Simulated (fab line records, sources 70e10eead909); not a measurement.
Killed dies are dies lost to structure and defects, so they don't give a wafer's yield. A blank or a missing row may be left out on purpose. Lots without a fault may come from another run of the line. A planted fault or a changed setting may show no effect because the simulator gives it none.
Chamber matching | flow nand_harc | NHARC_A_STAIRCASE_ETCHBACK_422 on rie_diel-07: 4 sister chambers
The step etches the open film in CH3F/O2, target depth 40 nm, time 74.286 s. 16 wafers are shown with their chamber, then 8 later ones without.

WAFERS WITH THEIR CHAMBER
wafer  | chamber | drypump_motor_current_A (A) | showerhead_plenum_p_Torr (Torr) | rf_vpp_V (V)
L078.1 | 2       | 5.5                         | 2.41                            | 244.6
L078.3 | 0       | 5.0                         | 2.29                            | 242.5
L078.5 | 3       | 6.3                         | 2.55                            | 245.1
L080.2 | 2       | 5.5                         | 2.41                            | 241.2
L080.4 | 0       | 5.0                         | 2.29                            | 242.0
L080.5 | 1       | 6.0                         | 2.43                            | 243.8
L081.2 | 0       | 5.0                         | 2.29                            | 241.6
L081.3 | 1       | 6.1                         | 2.43                            | 243.2
L081.6 | 3       | 6.3                         | 2.55                            | 245.5
L083.2 | 2       | 5.6                         | 2.40                            | 244.0
L083.4 | 3       | 6.3                         | 2.55                            | 245.7
L083.6 | 2       | 5.6                         | 2.40                            | 243.3
L087.1 | 2       | 5.6                         | 2.40                            | 244.9
L087.4 | 3       | 6.3                         | 2.54                            | 246.6
L087.6 | 1       | 6.1                         | 2.42                            | 241.8
L094.1 | 0       | 5.0                         | 2.27                            | 241.9

SIGNATURES (means of the wafers above)
reading                  | chamber 0 | chamber 1 | chamber 2 | chamber 3 | scatter within a chamber
drypump_motor_current_A  | 5.000     | 6.067     | 5.560     | 6.300     | 0.0394
showerhead_plenum_p_Torr | 2.2850    | 2.4267    | 2.4040    | 2.5475    | 0.00684
rf_vpp_V                 | 242.000   | 242.933   | 243.600   | 245.725   | 1.02
Rule: a wafer's distance from a chamber is the root of the sum, over the readings, of the square of ((its reading less the chamber's mean) divided by the reading's scatter). The wafer belongs to the nearest chamber; if the next one is less than 2 further off, it can't be placed. The scatter: the root of (the sum of the squares of (reading less its chamber's mean) over the shown wafers, divided by (wafers less chambers)).

WAFERS WITHOUT THEIR CHAMBER
wafer  | drypump_motor_current_A (A) | showerhead_plenum_p_Torr (Torr) | rf_vpp_V (V)
L094.4 | 5.5                         | 2.39                            | 244.0
L094.5 | 6.0                         | 2.42                            | 244.1
L097.2 | 6.0                         | 2.41                            | 244.6
L097.5 | 5.0                         | 2.27                            | 242.3
L097.6 | 6.3                         | 2.53                            | 246.4
L096.2 | 6.1                         | 2.41                            | 244.4
L096.4 | 5.0                         | 2.66                            | 246.7
L096.6 | 6.1                         | 2.41                            | 243.5

WHICH CHAMBER EACH WENT THROUGH
wafer  | from the rows above | in truth
L094.4 | 2                   | 2
L094.5 | 1                   | 1
L097.2 | 1                   | 1
L097.5 | 0                   | 0
L097.6 | 3                   | 3
L096.2 | 1                   | 1
L096.4 | 3                   | 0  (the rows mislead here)
L096.6 | 1                   | 1
Placed correctly: 7 of 8. Can't be placed from these rows: 0. Placed wrongly: 1.
